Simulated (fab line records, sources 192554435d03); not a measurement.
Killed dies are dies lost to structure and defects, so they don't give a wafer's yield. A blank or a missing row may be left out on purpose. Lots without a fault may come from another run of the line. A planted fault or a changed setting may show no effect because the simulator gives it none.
Split-lot experiment | flow n5_finfet | 7 lots, 21 wafers read, on a route of 1938 steps

THE SPLIT
At N5_BEOL_M1_PECVD_72 (deposits SiO2 from TEOS/O2, target thk 16 nm, time 18 s), the setting time_s was moved away from the recipe's 18 s on 11 of the 21 wafers read, by -12.1% to +12.9%. The other wafers ran this setting at the recipe's value.

FROM THE SPLIT TO THE READING: what the file shows between them, 3 steps
- N5_BEOL_M1_HM_DEP_02: deposits TiN, target thk 20 nm
- N5_BEOL_M1_COAT_61: time 60 s, resist thk 60 nm
- N5_BEOL_M1_STRIP_97: strips in N2/H2, time 10 s

THE READING
SiO2_of_BEOL_M1_PECVD_72.thk_nm (the simulator's own value, which no gauge read), in nm, at N5_BEOL_M1_HM_STRIP_39 (strips TiN in peroxide tin strip, target depth 25 nm, time 158 s). The file gives no usual value for it. The 10 wafers here that ran the recipe average 15.8 nm, standard deviation 0.25 nm.

wafer  | tool, chamber at the split | time_s as run, s | against the recipe | SiO2_of_BEOL_M1_PECVD_72.thk_nm, nm | against lot-mates on the recipe
L076.1 | pecvd-04, 2                | 18               | recipe             | 15.6                                | -
L076.2 | pecvd-04, 0,2              | 18               | recipe             | 15.8                                | -
L076.6 | pecvd-04, 0,2              | 18               | recipe             | 15.8                                | -
L078.1 | pecvd-01, 2                | 18               | recipe             | 15.6                                | -
L078.4 | pecvd-01, 2,1              | 18               | recipe             | 16.2                                | -
L078.5 | pecvd-01, 2,1              | 18               | recipe             | 16                                  | -
L081.3 | pecvd-04, 1                | 15.97            | -11.3%             | 14.4                                | no lot-mate on the recipe
L081.4 | pecvd-04, 0,1              | 15.97            | -11.3%             | 14.6                                | no lot-mate on the recipe
L081.6 | pecvd-04, 0,1              | 15.97            | -11.3%             | 14.6                                | no lot-mate on the recipe
L084.1 | pecvd-01, 1,2              | 16.87            | -6.3%              | 15                                  | -1.0
L084.4 | pecvd-01, 1,2              | 16.87            | -6.3%              | 15                                  | -1.0
L084.6 | pecvd-01, 0                | 18               | recipe             | 16                                  | -
L085.2 | pecvd-01, 0                | 20.32            | +12.9%             | 17.4                                | +2.0
L085.5 | pecvd-01, 0                | 18               | recipe             | 15.4                                | -
L085.6 | pecvd-01, 1                | 20.32            | +12.9%             | 17.8                                | +2.4
L088.1 | pecvd-01, 0                | 16.9             | -6.1%              | 14.6                                | -1.2
L088.5 | pecvd-01, 2                | 18               | recipe             | 15.8                                | -
L088.6 | pecvd-01, 1                | 16.9             | -6.1%              | 15                                  | -0.8
L090.1 | pecvd-04, 0                | 15.82            | -12.1%             | 14                                  | -2.2
L090.2 | pecvd-04, 1                | 15.82            | -12.1%             | 14.2                                | -2.0
L090.5 | pecvd-04, 2                | 18               | recipe             | 16.2                                | -
Where a row lists several chambers, the file gives one row for several wafers and doesn't say which wafer went through which chamber.

THE FIT
A straight line over all 21 wafers: SiO2_of_BEOL_M1_PECVD_72.thk_nm changes by +0.133 nm for each +1% of time_s; r = +0.97; the points scatter about the line by 0.24 nm.
The same after taking each lot's own level away (the mean of its wafers on the recipe; 18 wafers): +0.17 nm for each +1%; r = +0.99; scatter 0.16 nm.
On that fit, the largest move of time_s shifts the reading by 2.2 nm.
The lots' own levels span 15.40 to 16.20 nm, that is 3.2 times the standard deviation above.
So the lot-to-lot level changes the slope: the two fits differ.
Check: with one of the wafers moved furthest among these (+12.9%) left out of the fit, the line predicts +2.3 nm for it against its lot-mates. It came out at +2 nm against them.

OTHER SPLITS ON THESE WAFERS
These wafers also went through other splits before the reading. Each is held against what the fit with the lots' levels taken away leaves over:
other split on the same wafers             | wafers away from the commonest value | r with SiO2_of_BEOL_M1_PECVD_72.thk_nm (lot level and that fit taken away)
N5_BEOL_M0_SAQP_SPACER2_ETCHBACK_27 time_s | 5                                    | +0.13

THE WHOLE CHAIN: every reading that the file lists as answering this split, in the file's order
step                   | what it does                                                     | reading                                                                          | change (the file's fit)               | r (the file's)
N5_BEOL_M1_PECVD_72    | deposits SiO2 from TEOS/O2, target thk 16 nm, time 18 s          | SiO2_of_BEOL_M1_PECVD_72.thk_nm (the simulator's own value, which no gauge read) | +0.157 nm for each +1% of the setting | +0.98
N5_BEOL_M1_HM_STRIP_39 | strips TiN in peroxide tin strip, target depth 25 nm, time 158 s | SiO2_of_BEOL_M1_PECVD_72.thk_nm (the simulator's own value, which no gauge read) | +0.17 nm for each +1% of the setting  | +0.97

THE FILE'S OWN FIT
SiO2_of_BEOL_M1_PECVD_72.thk_nm changes by +0.17 nm for each +1% of time_s, r = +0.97.
